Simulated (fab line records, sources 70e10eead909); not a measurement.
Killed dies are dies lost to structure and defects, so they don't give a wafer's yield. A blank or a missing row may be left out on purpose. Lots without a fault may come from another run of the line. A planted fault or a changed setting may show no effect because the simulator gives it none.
Which tool did it? | flow nand_harc | 13 lots, 39 wafers sampled, at 5 steps of a route of 1302

WHAT THE GAUGES READ, wafer by wafer
NHARC_P_ZERO_WELL_CD_MEAS_37: target cd 720 nm. Usual: cd_nm 718.4 nm, standard deviation 1.8.
lot  | measured     | on        | cd_nm (nm)        | flag
L663 | day 2 00:05  | cd_sem-01 | 720.2 716.2 717.7 |
L664 | day 2 09:59  | cd_sem-01 | 718.6 716.9 718.3 |
L665 | day 2 19:58  | cd_sem-01 | 717.7 717.4 717.5 |
L666 | day 3 06:07  | cd_sem-02 | 720.2 717.3 718.8 |
L667 | day 3 16:19  | cd_sem-01 | 720.7 720.6 719.0 |
L671 | day 5 08:15  | cd_sem-02 | 698.6 695.7 697.5 | OFF
L680 | day 9 02:07  | cd_sem-03 | 720.6 719.3 720.3 |
L681 | day 9 11:58  | cd_sem-01 | 719.0 717.8 716.2 |
L682 | day 9 22:05  | cd_sem-01 | 717.3 717.6 719.2 |
L683 | day 10 09:34 | cd_sem-03 | 718.4 719.0 721.5 |
L684 | day 10 18:06 | cd_sem-02 | 718.9 718.3 721.6 |
L685 | day 11 04:05 | cd_sem-03 | 722.7 718.1 719.1 |
L686 | day 11 14:06 | cd_sem-02 | 719.4 717.6 716.2 |

NHARC_P_ZERO_WELL_CD_MEAS_52: target cd 2000 nm. Usual: cd_nm 2000.2 nm, standard deviation 1.6.
lot  | measured     | on        | cd_nm (nm)           | flag
L663 | day 2 01:36  | cd_sem-02 | 2000.3 2000.0 2001.3 |
L664 | day 2 11:31  | cd_sem-02 | 1998.4 1998.2 2001.7 |
L665 | day 2 21:36  | cd_sem-01 | 1998.2 1999.7 2000.2 |
L666 | day 3 07:46  | cd_sem-03 | 2001.7 1999.6 1999.5 |
L667 | day 3 17:58  | cd_sem-01 | 2001.6 1999.7 2002.3 |
L671 | day 5 09:46  | cd_sem-02 | 2001.8 1997.4 2001.5 |
L680 | day 9 03:38  | cd_sem-03 | 2000.9 1998.2 1999.1 |
L681 | day 9 13:36  | cd_sem-01 | 1999.0 1998.7 2001.3 |
L682 | day 9 23:44  | cd_sem-01 | 1997.3 1998.6 1999.1 |
L683 | day 10 11:13 | cd_sem-03 | 1999.2 1999.0 2000.9 |
L684 | day 10 19:44 | cd_sem-01 | 1999.9 1999.7 1998.0 |
L685 | day 11 05:43 | cd_sem-01 | 2000.8 1999.7 2002.9 |
L686 | day 11 15:44 | cd_sem-02 | 2001.6 2000.8 2001.9 |

NHARC_P_STI_OVL_MEAS_10. Usual: overlay_x_nm 0 nm, standard deviation 7.6; overlay_y_nm 1 nm, standard deviation 4.9.
lot  | measured     | on         | overlay_x_nm (nm) | overlay_y_nm (nm) | flag
L663 | day 3 06:51  | overlay-01 | -8 -7 -7          | 10 10 10          |
L664 | day 3 06:41  | overlay-02 | -14 -14 -14       | 6 7 6             |
L665 | day 3 16:36  | overlay-01 | -4 -5 -5          | -5 -6 -5          |
L666 | day 4 03:51  | overlay-01 | 6 6 6             | -2 -1 -1          |
L667 | day 4 13:53  | overlay-01 | 17 16 16          | -1 -1 -1          |
L671 | day 6 03:32  | overlay-01 | 4 4 4             | -4 -4 -4          |
L680 | day 9 20:51  | overlay-02 | 3 3 3             | 1 1 1             |
L681 | day 10 07:30 | overlay-01 | 0 0 0             | -6 -6 -6          |
L682 | day 10 17:04 | overlay-02 | -11 -10 -10       | 2 2 2             |
L683 | day 11 04:19 | overlay-01 | -8 -8 -8          | -3 -3 -3          |
L684 | day 11 14:28 | overlay-02 | 3 3 3             | 3 4 3             |
L685 | day 12 01:35 | overlay-02 | 0 0 0             | -1 0 0            |
L686 | day 12 12:17 | overlay-01 | 3 3 4             | 5 5 5             |

NHARC_P_STI_CD_MEAS_16. Usual: cd_nm 198.8 nm, standard deviation 2.5.
lot  | measured     | on        | cd_nm (nm)        | flag
L663 | day 3 07:30  | cd_sem-02 | 199.6 195.5 200.1 |
L664 | day 3 07:19  | cd_sem-01 | 205.2 199.1 203.7 |
L665 | day 3 17:13  | cd_sem-02 | 200.0 202.6 200.1 |
L666 | day 4 04:28  | cd_sem-02 | 198.6 200.2 199.9 |
L667 | day 4 14:29  | cd_sem-01 | 193.2 196.0 193.2 |
L671 | day 6 04:09  | cd_sem-01 | 201.6 197.7 198.8 |
L680 | day 9 21:28  | cd_sem-01 | 200.2 199.3 202.6 |
L681 | day 10 08:08 | cd_sem-01 | 200.5 202.3 199.4 |
L682 | day 10 17:41 | cd_sem-03 | 194.0 197.7 196.1 |
L683 | day 11 04:55 | cd_sem-03 | 202.1 196.6 195.3 |
L684 | day 11 15:04 | cd_sem-02 | 198.6 194.7 196.6 |
L685 | day 12 02:11 | cd_sem-02 | 196.1 200.5 197.1 |
L686 | day 12 12:54 | cd_sem-02 | 193.6 198.3 196.2 |

WHICH TOOL RAN EACH LOT (tool, then ch and the chambers of the sampled wafers, then the start)
lot  | NHARC_P_ZERO_WELL_EXPOSE_34
L663 | krf_scanner-03 ch 0, day 1 23:56
L664 | krf_scanner-04 ch 0, day 2 09:50
L665 | krf_scanner-04 ch 0, day 2 19:49
L666 | krf_scanner-02 ch 0, day 3 05:58
L667 | krf_scanner-04 ch 0, day 3 16:10
L671 | krf_scanner-04 ch 0, day 5 08:06
L680 | krf_scanner-04 ch 0, day 9 01:58
L681 | krf_scanner-03 ch 0, day 9 11:49
L682 | krf_scanner-02 ch 0, day 9 21:57
L683 | krf_scanner-04 ch 0, day 10 09:25
L684 | krf_scanner-03 ch 0, day 10 17:56
L685 | krf_scanner-02 ch 0, day 11 03:56
L686 | krf_scanner-02 ch 0, day 11 13:57
- NHARC_P_ZERO_WELL_EXPOSE_34: exposes mask P PWELL, target cd 720 nm.

WHAT THE TOOLS THEMSELVES READ (means of the sampled wafers that have a number; where no wafer has one, the mark that the record gives instead)
NHARC_P_ZERO_WELL_EXPOSE_34. Usual: reticle_temp_C 23.00 C, standard deviation 0.083.
lot  | tool           | reticle_temp_C (C) | flag
L663 | krf_scanner-03 | 22.88              |
L664 | krf_scanner-04 | 23.09              |
L665 | krf_scanner-04 | 23.03              |
L666 | krf_scanner-02 | 23.21              |
L667 | krf_scanner-04 | 23.00              |
L671 | krf_scanner-04 | 23.01              |
L680 | krf_scanner-04 | 23.00              |
L681 | krf_scanner-03 | 23.06              |
L682 | krf_scanner-02 | 23.01              |
L683 | krf_scanner-04 | 22.95              |
L684 | krf_scanner-03 | 22.99              |
L685 | krf_scanner-02 | 23.05              |
L686 | krf_scanner-02 | 22.98              |

THE ANSWER, worked out from the rows above alone
Rule: a lot is off if the mean of its wafers that have a number lies more than 3 standard deviations from the usual mean. A lot without any number at a reading at which 4 lots or more have one is off too. The other lots that the step has rows for count as sound. The gauges are gone through in route order, then the tools' own readings, and for those a lot's mean is taken as printed above. The first step at which some lot is off is used, and at that step the reading that is off furthest; a lot without a number counts as furthest.
Off: L671, at NHARC_P_ZERO_WELL_CD_MEAS_37 (cd_nm).
A tool fits if, at a process step before that reading, it ran every lot that is off, and no sound lot after the first of them. The gauges at NHARC_P_ZERO_WELL_CD_MEAS_37 are tried like those tools. None of those tried fits.

WHAT THE SIMULATOR HAD PUT IN
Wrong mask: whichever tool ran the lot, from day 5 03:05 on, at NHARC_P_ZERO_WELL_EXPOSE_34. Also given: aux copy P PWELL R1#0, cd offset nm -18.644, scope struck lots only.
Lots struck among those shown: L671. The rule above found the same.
